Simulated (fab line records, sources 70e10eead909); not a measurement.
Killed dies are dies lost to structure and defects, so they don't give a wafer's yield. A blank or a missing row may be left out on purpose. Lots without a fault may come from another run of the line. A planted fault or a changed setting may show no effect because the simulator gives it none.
Which tool did it? | flow nand_harc | 13 lots, 39 wafers sampled, at 5 steps of a route of 1302

WHAT THE GAUGES READ, wafer by wafer
NHARC_END_SORT_01.
lot  | measured     | on        | defect_limited_yield (%) | killed_at_array | killed_at_other | killed_at_periphery | killed_dies | killed_open | killed_short | sort_bin_2_pct (%) | sort_bin_3_pct (%) | sort_bin_4_pct (%) | sort_n_pass | sort_rim_yield_pct (%) | sort_yield_pct (%)
L273 | day 29 12:20 | prober-02 | 90.4 90.7 88.0           | 61 59 75        | 1 2 3           | 3 2 3               | 65 63 81    | 6 3 4       | 3 2 1        | 5.2 3.2 4.0        | 0.9 1.2 0.9        | 3.5 4.9 7.1        | 612 614 596 | 84 87 84               | 90.4 90.7 88.0
L271 | day 29 13:13 | prober-01 | 96.3 95.7 95.6           | 18 25 23        | 2 0 2           | 5 4 5               | 25 29 30    | 0 1 5       | 3 1 3        | 1.2 1.5 1.5        | 0.3 0.1 0          | 2.2 2.7 3.0        | 652 648 647 | 94 95 93               | 96.3 95.7 95.6
L277 | day 30 20:04 | prober-02 | 90.1 89.2 90.8           | 62 69 61        | 5 3 1           | 0 1 0               | 67 73 62    | 3 2 1       | 1 1 3        | 3.4 4.7 3.1        | 1.5 0.4 0.9        | 5.0 5.6 5.2        | 610 604 615 | 84 79 85               | 90.1 89.2 90.8
L284 | day 33 12:59 | prober-01 | 93.6 83.6 90.5           | 36 57 61        | 2 49 1          | 5 5 2               | 43 111 64   | 1 3 1       | 3 2 2        | 2.7 7.5 2.7        | 0.4 1.2 0.4        | 3.2 7.7 6.4        | 634 566 613 | 87 73 79               | 93.6 83.6 90.5

WHICH TOOL RAN EACH LOT (tool, then ch and the chambers of the sampled wafers, then the start)
lot  | NHARC_THIN_TSV_DEP_47           | NHARC_THIN_TSV_PRE_CLEAN_50  | NHARC_THIN_TSV_PVD_51                   | NHARC_THIN_TSV_ETCH_36
L261 | pecvd-01 ch 0,1,2, day 24 02:26 | pvd_sputter-01, day 24 03:29 | pvd_sputter-01, day 24 06:56 or earlier | rie_metal-02 ch 0,1, day 24 06:56
L264 | pecvd-03 ch 1,2, day 24 18:01   | pvd_sputter-01, day 24 19:02 | pvd_sputter-01, day 24 22:37 or earlier | rie_metal-01 ch 0,1, day 24 22:37
L265 | pecvd-01 ch 0,1, day 24 21:47   | pvd_sputter-03, day 24 22:47 | pvd_sputter-03, day 25 02:22 or earlier | rie_metal-02 ch 0,1, day 25 02:22
L263 | pecvd-03 ch 0,2, day 24 23:10   | pvd_sputter-02, day 25 00:09 | pvd_sputter-02, day 25 03:46 or earlier | rie_metal-03 ch 0, day 25 03:46
L266 | pecvd-01 ch 0,1,2, day 26 15:25 | pvd_sputter-01, day 26 16:27 | pvd_sputter-01, day 26 20:02 or earlier | rie_metal-01 ch 0,1, day 26 20:02
L268 | pecvd-01 ch 0,1,2, day 26 23:40 | pvd_sputter-03, day 27 00:41 | pvd_sputter-03, day 27 04:11 or earlier | rie_metal-03 ch 0,1, day 27 04:11
L272 | pecvd-03 ch 0,1,2, day 28 11:40 | pvd_sputter-01, day 28 12:36 | pvd_sputter-01, day 28 16:05 or earlier | rie_metal-03 ch 0,1, day 28 16:05
L270 | pecvd-02 ch 0,2, day 28 12:52   | pvd_sputter-02, day 28 13:55 | pvd_sputter-02, day 28 17:26 or earlier | rie_metal-02 ch 0,1, day 28 17:26
L273 | pecvd-01 ch 0,2, day 28 16:10   | pvd_sputter-02, day 28 17:20 | pvd_sputter-02, day 28 20:47 or earlier | rie_metal-01 ch 1, day 28 20:47
L271 | pecvd-01 ch 0,2, day 28 17:32   | pvd_sputter-01, day 28 18:34 | pvd_sputter-01, day 28 22:08 or earlier | rie_metal-03 ch 0,1, day 28 22:08
L274 | pecvd-02 ch 1,2, day 29 12:34   | pvd_sputter-02, day 29 13:33 | pvd_sputter-02, day 29 17:07 or earlier | rie_metal-01 ch 0,1, day 29 17:07
L277 | pecvd-02 ch 0,2, day 30 06:05   | pvd_sputter-01, day 30 07:07 | pvd_sputter-01, day 30 10:42 or earlier | rie_metal-03 ch 0,1, day 30 10:42
L284 | pecvd-03 ch 0,1,2, day 32 21:15 | pvd_sputter-02, day 32 22:16 | pvd_sputter-02, day 33 01:50 or earlier | rie_metal-01 ch 0,1, day 33 01:50
- NHARC_THIN_TSV_DEP_47: deposits SiO2, target thk 200 nm.
- NHARC_THIN_TSV_PRE_CLEAN_50: time 30 s.
- NHARC_THIN_TSV_PVD_51: deposits Cu, target thk 100 nm.
- NHARC_THIN_TSV_ETCH_36: etches the open film in Cl2/BCl3, target depth 65 nm, time 18.571 s.

WHAT THE TOOLS THEMSELVES READ (means of the sampled wafers that have a number; where no wafer has one, the mark that the record gives instead)
NHARC_THIN_TSV_DEP_47.
lot  | tool     | throttle_valve_pct (%)
L261 | pecvd-01 | 16.2
L264 | pecvd-03 | 15.7
L265 | pecvd-01 | 16.2
L263 | pecvd-03 | 16.1
L266 | pecvd-01 | 16.5
L268 | pecvd-01 | 16.4
L272 | pecvd-03 | 15.9
L270 | pecvd-02 | 16.2
L273 | pecvd-01 | 16.8
L271 | pecvd-01 | 16.7
L274 | pecvd-02 | 15.4
L277 | pecvd-02 | 16.1
L284 | pecvd-03 | 15.7

NHARC_THIN_TSV_PRE_CLEAN_50.
lot  | tool           | heater_power_w (W)
L261 | pvd_sputter-01 | 389
L264 | pvd_sputter-01 | 388
L265 | pvd_sputter-03 | 411
L263 | pvd_sputter-02 | 423
L266 | pvd_sputter-01 | 368
L268 | pvd_sputter-03 | 416
L272 | pvd_sputter-01 | 325
L270 | pvd_sputter-02 | 448
L273 | pvd_sputter-02 | 445
L271 | pvd_sputter-01 | 327
L274 | pvd_sputter-02 | 413
L277 | pvd_sputter-01 | 405
L284 | pvd_sputter-02 | 422

NHARC_THIN_TSV_PVD_51.
lot  | tool           | throttle_valve_pct (%)
L261 | pvd_sputter-01 | 30.6
L264 | pvd_sputter-01 | 30.2
L265 | pvd_sputter-03 | 31.1
L263 | pvd_sputter-02 | 30.5
L266 | pvd_sputter-01 | 29.7
L268 | pvd_sputter-03 | 31.7
L272 | pvd_sputter-01 | 29.3
L270 | pvd_sputter-02 | 29.2
L273 | pvd_sputter-02 | 29.1
L271 | pvd_sputter-01 | 30.1
L274 | pvd_sputter-02 | 29.6
L277 | pvd_sputter-01 | 30.4
L284 | pvd_sputter-02 | 28.6

NHARC_THIN_TSV_ETCH_36.
lot  | tool         | drypump_motor_current_A (A) | oes_product_au (a.u.)
L261 | rie_metal-02 | 6.2                         | 0.997
L264 | rie_metal-01 | 5.2                         | 1.002
L265 | rie_metal-02 | 5.9                         | 1.001
L263 | rie_metal-03 | 6.2                         | 0.999
L266 | rie_metal-01 | 5.5                         | 0.996
L268 | rie_metal-03 | 6.0                         | 0.992
L272 | rie_metal-03 | 6.1                         | 0.996
L270 | rie_metal-02 | 6.2                         | 1.009
L273 | rie_metal-01 | 4.8                         | 1.005
L271 | rie_metal-03 | 6.1                         | 0.997
L274 | rie_metal-01 | 5.2                         | 1.004
L277 | rie_metal-03 | 6.1                         | 0.999
L284 | rie_metal-01 | 5.5                         | 1.001

THE ANSWER, worked out from the rows above alone
Rule: what is usual is taken from the lots themselves. Put in order of their means at a reading, lots are off if they are a third of the lots or fewer, leave a main group of 4 or more, and stand apart from it by a gap of 3 or more times the standard deviation of the main group's means; of several such gaps the widest counts. A main group whose means are all the same, to the digits that the tables above print for the reading, isn't used. A lot without any number at a reading at which 4 lots or more have one is off too. The other lots that the step has rows for count as sound. The gauges are gone through in route order, then the tools' own readings, and for those a lot's mean is taken as printed above. The first step at which some lot is off is used, and at that step the reading that is off furthest; a lot without a number counts as furthest.
No lot is off at any reading shown: from this, nothing can be told.

WHAT THE SIMULATOR HAD PUT IN
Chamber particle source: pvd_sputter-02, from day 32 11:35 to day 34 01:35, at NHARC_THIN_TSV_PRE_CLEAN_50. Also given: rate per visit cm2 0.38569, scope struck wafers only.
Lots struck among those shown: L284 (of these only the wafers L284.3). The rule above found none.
